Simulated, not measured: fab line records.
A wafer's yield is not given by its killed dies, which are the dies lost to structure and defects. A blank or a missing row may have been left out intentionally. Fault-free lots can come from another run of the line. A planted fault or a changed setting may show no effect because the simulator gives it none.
Chamber matching -- flow n5 finfet -- 4 sister chambers for N5_BEOL_M9_STRIP_19 on rie diel-04
The step strips in O2. 18 wafers are shown with their chamber, then 9 later ones without.

## WAFERS PAIRED WITH THEIR CHAMBERS
wafer,chamber,showerhead plenum p Torr (Torr),throttle valve pct (%),oes product au (a.u.)
L078.1,3,2.23,16.21,0.90
L078.2,0,2.17,16.78,0.71
L078.5,3,2.23,16.20,0.91
L079.2,1,2.03,16.74,0.83
L079.4,2,2.17,16.72,0.75
L079.6,3,2.23,16.22,0.90
L081.1,3,2.23,16.24,0.89
L081.3,2,2.17,16.71,0.74
L081.6,1,2.03,16.76,0.83
L082.1,2,2.17,16.74,0.75
L082.3,3,2.23,16.24,0.89
L082.5,3,2.23,16.24,0.90
L086.4,1,2.03,16.77,0.83
L086.5,0,2.16,16.80,0.70
L086.6,1,2.03,16.75,0.82
L088.2,3,2.22,16.23,0.87
L088.4,2,2.17,16.73,0.73
L088.5,0,2.16,16.79,0.70

SIGNATURES (means of the wafers above)
reading,chamber 0,chamber 1,chamber 2,chamber 3,scatter within a chamber
showerhead plenum p Torr,2.1633,2.0300,2.1700,2.2286,0.0033
throttle valve pct,16.7900,16.7550,16.7250,16.2257,0.0141
oes product au,0.7033,0.8275,0.7425,0.8943,0.00996
Rule: for a wafer and a chamber, the distance is found by dividing, reading by reading, the gap between the wafer's reading and the chamber's mean by the reading's scatter, squaring, summing and taking the root. If the next closest chamber is less than 2 further off than the closest, the wafer can't be placed; otherwise it belongs to the closest. The scatter: take each reading less its chamber's mean, square it, sum over the shown wafers, divide by the number of wafers less the number of chambers, and take the root.

## WAFERS MISSING THEIR CHAMBER
wafer,showerhead plenum p Torr (Torr),throttle valve pct (%),oes product au (a.u.)
L090.1,2.22,16.28,0.87
L090.2,2.02,16.79,0.81
L090.5,2.17,16.76,0.73
L092.1,2.02,16.81,0.81
L092.3,2.22,16.23,0.86
L092.4,2.16,16.83,0.69
L094.1,2.02,16.82,0.80
L094.2,2.22,16.27,0.86
L094.6,2.22,16.25,0.86

## WHICH CHAMBER EACH WENT THROUGH
wafer,from the rows above,in truth
L090.1,3,3
L090.2,1,1
L090.5,can't be placed: 2 or 0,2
L092.1,1,1
L092.3,3,3
L092.4,0,0
L094.1,1,1
L094.2,3,3
L094.6,3,3
8 of 9 placed correctly. These rows do not allow placing 1 (true chamber among the candidates in 1). Number placed wrongly: 0.
